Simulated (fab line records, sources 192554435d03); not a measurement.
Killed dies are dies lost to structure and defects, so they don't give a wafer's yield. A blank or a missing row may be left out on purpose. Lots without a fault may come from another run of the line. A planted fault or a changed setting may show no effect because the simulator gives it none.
Tool commonality check | flow n5_finfet | 9 lots, 27 wafers sampled

WHY IT WAS OPENED
At N5_ZERO_LAYER_INSPECT_20 the reading raw_defect_count is flagged on 2 of 9 lots. Wafers without a fault read 34, standard deviation 16.
Rule: a lot is flagged when every wafer of it that has a number lies more than 4 standard deviations from that mean, or none has a number. The other lots count as sound.

lot  | measured    | on                | raw_defect_count, wafer by wafer | flag
L674 | day 1 19:15 | defect_inspect-01 | 30 22 26                         |
L678 | day 2 19:23 | defect_inspect-02 | 28 37 23                         |
L680 | day 3 07:55 | defect_inspect-02 | 21 28 36                         |
L684 | day 4 07:41 | defect_inspect-02 | 11 19 15                         |
L685 | day 4 13:16 | defect_inspect-01 | 39 27 27                         |
L686 | day 4 19:23 | defect_inspect-01 | 24 20 32                         |
L694 | day 6 19:46 | defect_inspect-02 | 363 391 380                      | FLAGGED
L695 | day 7 01:15 | defect_inspect-02 | 373 383 397                      | FLAGGED
L696 | day 7 07:18 | defect_inspect-01 | 14 35 69                         |
The numbers of the flagged lots are 381 on average: +347 against the usual, or +22 standard deviations.

WHICH TOOL RAN EACH LOT
The record holds 1 process step before the reading, out of a route of 1938 steps. In each cell: the tool, then ch and the chambers that the sampled wafers went through, then the start.
lot  | flag    | N5_ZERO_LAYER_ETCH_17
L674 |         | rie_diel-04 ch 1,2, day 1 18:43
L678 |         | rie_diel-05 ch 1,2,3, day 2 18:50
L680 |         | rie_diel-04 ch 0,1,3, day 3 07:11
L684 |         | rie_diel-04 ch 2,3, day 4 07:09
L685 |         | rie_diel-05 ch 2,3, day 4 12:43
L686 |         | rie_diel-04 ch 1,2, day 4 18:50
L694 | FLAGGED | rie_diel-05 ch 0,1,2, day 6 19:13
L695 | FLAGGED | rie_diel-05 ch 1,2, day 7 00:43
L696 |         | rie_diel-03 ch 0,1,2, day 7 06:46
What these steps do:
- N5_ZERO_LAYER_ETCH_17: etches SiO2 in CF4, target depth 12 nm, time 13.3 s.
- N5_ZERO_LAYER_INSPECT_20: inspects for defects (darkfield).

FLAGGED OVER TOTAL, TOOL BY TOOL (the gauges that took the reading come last)
step                     | tool              | lots run | flagged | share of the flagged lots | sound lots run after its first flagged lot
N5_ZERO_LAYER_ETCH_17    | rie_diel-03       | 1        | 0       | none                      | -
N5_ZERO_LAYER_ETCH_17    | rie_diel-04       | 4        | 0       | none                      | -
N5_ZERO_LAYER_ETCH_17    | rie_diel-05       | 4        | 2       | all                       | 0
N5_ZERO_LAYER_INSPECT_20 | defect_inspect-01 | 4        | 0       | none                      | -
N5_ZERO_LAYER_INSPECT_20 | defect_inspect-02 | 5        | 2       | all                       | 0

WHAT THE TABLE ALLOWS
2 rows of the table ran every flagged lot: rie_diel-05 at N5_ZERO_LAYER_ETCH_17, defect_inspect-02 at N5_ZERO_LAYER_INSPECT_20.
- rie_diel-05 at N5_ZERO_LAYER_ETCH_17: 2 of its 4 lots flagged. Its last sound lot is L685 (day 4 12:43), its first flagged lot L694 (day 6 19:13): a fault that began between those two fits.
- defect_inspect-02 at N5_ZERO_LAYER_INSPECT_20: 2 of its 5 lots flagged. Its last sound lot is L684 (day 4 07:41), its first flagged lot L694 (day 6 19:46): a fault that began between those two fits.
Counting lots can't tell these 2 tools apart, because each fits a fault that began at some hour. More lots, or a look at what each step does to the wafer, might.

WHAT THE SIMULATOR HAD PUT IN
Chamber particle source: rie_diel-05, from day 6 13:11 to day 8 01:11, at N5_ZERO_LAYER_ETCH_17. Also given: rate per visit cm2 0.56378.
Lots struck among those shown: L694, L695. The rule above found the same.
